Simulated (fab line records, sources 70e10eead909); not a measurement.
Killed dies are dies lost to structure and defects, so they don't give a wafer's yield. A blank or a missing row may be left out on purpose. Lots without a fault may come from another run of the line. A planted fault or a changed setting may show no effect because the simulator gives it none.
Chamber matching | flow nand_harc | NHARC_A_CONTACT_ETCH_48 on rie_diel-02: 4 sister chambers
The step etches the open film in CF4, target depth 39 nm, time 65 s. 14 wafers are shown with their chamber, then 7 later ones without.

WAFERS WITH THEIR CHAMBER
wafer  | chamber | drypump_motor_current_A (A) | showerhead_plenum_p_Torr (Torr) | run_length_s (s)
L666.1 | 3       | 5.7                         | 1.71                            | 86.1
L666.2 | 2       | 5.4                         | 1.75                            | 86.5
L666.3 | 1       | 5.3                         | 1.74                            | 86.0
L669.2 | 2       | 5.4                         | 1.75                            | 86.4
L669.3 | 1       | 5.3                         | 1.74                            | 86.2
L669.5 | 0       | 4.7                         | 1.82                            | 85.4
L667.2 | 2       | 5.3                         | 1.75                            | 86.8
L667.3 | 0       | 4.7                         | 1.82                            | 85.5
L667.5 | 1       | 5.3                         | 1.74                            | 85.9
L668.1 | 3       | 5.7                         | 1.71                            | 86.5
L668.2 | 0       | 4.7                         | 1.82                            | 85.5
L668.3 | 1       | 5.3                         | 1.74                            | 85.8
L672.1 | 2       | 5.4                         | 1.74                            | 86.5
L672.2 | 0       | 4.7                         | 1.81                            | 85.5

SIGNATURES (means of the wafers above)
reading                  | chamber 0 | chamber 1 | chamber 2 | chamber 3 | scatter within a chamber
drypump_motor_current_A  | 4.700     | 5.300     | 5.375     | 5.700     | 0.0274
showerhead_plenum_p_Torr | 1.8175    | 1.7400    | 1.7475    | 1.7100    | 0.00387
run_length_s             | 85.475    | 85.975    | 86.550    | 86.300    | 0.163
Rule: a wafer's distance from a chamber is the root of the sum, over the readings, of the square of ((its reading less the chamber's mean) divided by the reading's scatter). The wafer belongs to the nearest chamber; if the next one is less than 2 further off, it can't be placed. The scatter: the root of (the sum of the squares of (reading less its chamber's mean) over the shown wafers, divided by (wafers less chambers)).

WAFERS WITHOUT THEIR CHAMBER
wafer  | drypump_motor_current_A (A) | showerhead_plenum_p_Torr (Torr) | run_length_s (s)
L672.4 | 5.7                         | 1.71                            | 85.9
L673.3 | 5.7                         | 1.71                            | 86.1
L673.5 | 5.4                         | 1.74                            | 86.0
L673.6 | 4.7                         | 1.81                            | 85.7
L678.1 | 5.7                         | 1.71                            | 86.2
L678.2 | 4.7                         | 1.81                            | 85.4
L678.3 | 5.3                         | 1.74                            | 86.6

WHICH CHAMBER EACH WENT THROUGH
wafer  | from the rows above     | in truth
L672.4 | 3                       | 3
L673.3 | 3                       | 3
L673.5 | can't be placed: 1 or 2 | 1
L673.6 | 0                       | 0
L678.1 | 3                       | 3
L678.2 | 0                       | 0
L678.3 | can't be placed: 2 or 1 | 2
Placed correctly: 5 of 7. Can't be placed from these rows: 2 (the true chamber is among the candidates in 2). Placed wrongly: 0.
